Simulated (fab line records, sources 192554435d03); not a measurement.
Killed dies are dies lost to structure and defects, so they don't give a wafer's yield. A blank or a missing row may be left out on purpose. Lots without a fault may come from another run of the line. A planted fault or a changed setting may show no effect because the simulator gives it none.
One fault seen from 2 desks | flow n5_finfet | each desk has only its own numbers; what lay behind them comes last

THE TOOL OWNER'S DESK: rie_diel-04
The tool's own readings at N5_BEOL_M2_ETCH_70 (etches SOC in N2/H2, target depth 80 nm, overetch 24 nm, time 130 s): means of the sampled wafers that have a number, for each lot that ran on this tool. A lot is out of limits, marked OUT, if its mean lies more than 4 standard deviations from the usual mean; the brackets give that distance.
Columns: A = bias_w at N5_BEOL_M2_ETCH_70, usual 150.0 W; B = drypump_motor_current_A at N5_BEOL_M2_ETCH_70, usual 5.7 A; C = oes_product_au at N5_BEOL_M2_ETCH_70, usual 0.60 a.u.; D = rf_vpp_V at N5_BEOL_M2_ETCH_70, usual 525.5 V; E = run_length_s at N5_BEOL_M2_ETCH_70, usual 153.5 s; F = showerhead_plenum_p_Torr at N5_BEOL_M2_ETCH_70, usual 2.59 Torr; G = throttle_valve_pct at N5_BEOL_M2_ETCH_70, usual 17.6 %
lot  | first seen here | A     | B   | C    | D     | E               | F    | G
L395 | day 8 09:09     | 150.2 | 6.0 | 0.63 | 525.1 | 153.6           | 2.60 | 17.5
L396 | day 8 16:02     | 150.1 | 5.9 | 0.58 | 526.5 | 153.5           | 2.57 | 17.7
L398 | day 9 00:11     | 149.8 | 6.1 | 0.53 | 524.9 | 153.5           | 2.55 | 18.0
L399 | day 9 00:43     | 150.4 | 6.0 | 0.54 | 524.5 | 153.6           | 2.55 | 18.0
L406 | day 11 12:13    | -     | 5.9 | 0.82 | 524.8 | 118.8 (-94) OUT | 2.55 | 17.6
L407 | day 12 05:51    | -     | 5.8 | 0.75 | 523.6 | 118.7 (-94) OUT | 2.52 | 17.8
This desk's finding: out of limits on L406, L407; first on L406, day 11 12:13 (run_length_s at N5_BEOL_M2_ETCH_70). In limits: L395, L396, L398, L399.

THE METROLOGY DESK
What the gauges read, lot by lot, whatever tool the lot ran on: means of the sampled wafers that have a number. A lot is out of limits, marked OUT, if its mean lies more than 4 standard deviations from the usual mean; the brackets give that distance. Of its 12 readings 7 are shown: those that lie furthest out on some lot.
Columns: A = cd_nm at N5_BEOL_M2_CD_MEAS_11, usual 16.90 nm; B = DIBL_N at N5_BEOL_M4_RC_MEAS_101, usual 36.0 mV/V; C = DIBL_P at N5_BEOL_M4_RC_MEAS_101, usual 35.6 mV/V; D = ION_N at N5_BEOL_M4_RC_MEAS_101, usual 668 uA/um; E = SS_N at N5_BEOL_M4_RC_MEAS_101, usual 71.5 mV/dec; F = SS_P at N5_BEOL_M4_RC_MEAS_101, usual 73.4 mV/dec; G = VT_N at N5_BEOL_M4_RC_MEAS_101, usual 251 mV
lot  | first seen here | A     | B    | C    | D   | E    | F    | G
L390 | day 6 16:32     | 16.91 | 36.5 | 35.4 | 670 | 70.6 | 73.5 | 250
L394 | day 7 20:15     | 16.70 | 37.5 | 36.2 | 672 | 71.6 | 73.7 | 250
L395 | day 7 23:30     | 16.82 | 35.6 | 35.5 | 660 | 72.2 | 73.1 | 254
L396 | day 8 04:14     | 16.83 | 37.4 | 38.5 | 679 | 72.1 | 73.6 | 249
L398 | day 8 17:47     | 16.83 | 33.7 | 32.9 | 658 | 71.2 | 72.7 | 255
L399 | day 8 20:03     | 17.18 | 33.9 | 34.3 | 659 | 71.6 | 72.8 | 253
L401 | day 10 07:49    | 16.90 | 33.7 | 32.0 | 656 | 70.7 | 73.0 | 254
L406 | day 11 10:18    | 17.00 | 34.7 | 35.3 | 665 | 71.1 | 73.1 | 250
L407 | day 11 22:01    | 17.02 | 37.9 | 36.1 | 675 | 71.4 | 73.7 | 248
L411 | day 12 10:38    | 16.68 | 36.9 | 36.4 | 678 | 72.2 | 73.8 | 249
This desk's finding: nothing out of limits on any of the 10 lots.

PUT TOGETHER
The tool owner's desk could have raised an alarm at day 11 12:13, on L406, L407.
The metrology desk saw nothing out of limits.
The metrology desk has L406, L407 on record, within its limits.
Of the lots named, all ran N5_BEOL_M2_ETCH_70 on rie_diel-04.

WHAT THE SIMULATOR HAD PUT IN
Process parameter drift: rie_diel-04, from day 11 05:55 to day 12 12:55, at N5_BEOL_M2_ETCH_70. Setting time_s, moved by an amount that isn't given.
Lots struck among those shown: L406, L407.
Hours from the fault's start to each desk's first reading out of limits: the tool owner's desk, 6.
